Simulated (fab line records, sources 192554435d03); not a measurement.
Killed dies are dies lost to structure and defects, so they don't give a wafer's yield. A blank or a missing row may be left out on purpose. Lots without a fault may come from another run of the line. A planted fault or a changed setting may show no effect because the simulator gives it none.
One fault seen from 2 desks | flow n5_finfet | each desk has only its own numbers; what lay behind them comes last

THE DEFECT DESK
What the inspections along the route counted, lot by lot: means of the sampled wafers that have a number. A lot is out of limits, marked OUT, if its mean lies more than 4 standard deviations from the usual mean; the brackets give that distance.
Columns: A = raw_defect_count at N5_SD_ACTIVATION_INSPECT_02, usual 185
lot  | first seen here | A
L435 | day 3 11:41     | 200
L436 | day 3 18:52     | 184
L437 | day 4 07:08     | 171
L441 | day 4 23:47     | 141
L442 | day 5 06:14     | 142
L443 | day 5 10:34     | 167
L446 | day 6 07:38     | 205
L448 | day 6 17:16     | 193
L449 | day 6 22:59     | 181
L454 | day 8 03:37     | 177
L455 | day 8 13:58     | 212
L456 | day 8 16:31     | 244
This desk's finding: nothing out of limits on any of the 12 lots.

THE METROLOGY DESK
What the gauges read, lot by lot, whatever tool the lot ran on: means of the sampled wafers that have a number. A lot is out of limits, marked OUT, if its mean lies more than 4 standard deviations from the usual mean; the brackets give that distance.
Columns: A = thk_nm at N5_ILD0_THK_MEAS_04, usual 197.0 nm; B = SDB_OVL at N5_SDB_OVL_MEAS_12, usual 0.2 nm
lot  | first seen here | A     | B
L435 | day 3 14:57     | 197.8 | -0.2
L436 | day 3 21:34     | 197.9 | -0.4
L437 | day 4 09:50     | 197.4 | -0.3
L441 | day 5 02:29     | 197.6 | 4.5 (+5.9) OUT
L442 | day 5 09:17     | 197.7 | 6.3 (+8.5) OUT
L443 | day 5 13:38     | 197.8 | -0.0
L446 | day 6 10:20     | 197.1 | 0.9
L448 | day 6 20:50     | 197.8 | 0.1
L449 | day 7 01:41     | 197.2 | -0.1
L454 | day 8 06:49     | 196.6 | 0.9
L455 | day 8 16:44     | 197.0 | 0.3
L456 | day 8 19:14     | 196.4 | 0.3
This desk's finding: out of limits on L441, L442; first on L441, day 5 06:26 (SDB_OVL at N5_SDB_OVL_MEAS_12). In limits: L435, L436, L437, L443, L446, L448, L449, L454, L455, L456.

PUT TOGETHER
The metrology desk could have raised an alarm at day 5 06:26, on L441, L442.
The defect desk saw nothing out of limits.
The defect desk has L441, L442 on record, within its limits.
Of the lots named, all ran N5_SDB_EXPOSE_08 on arfi_scanner-03.

WHAT THE SIMULATOR HAD PUT IN
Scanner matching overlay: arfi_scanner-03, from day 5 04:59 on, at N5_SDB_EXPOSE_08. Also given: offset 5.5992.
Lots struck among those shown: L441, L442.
Hours from the fault's start to each desk's first reading out of limits: the metrology desk, 1.
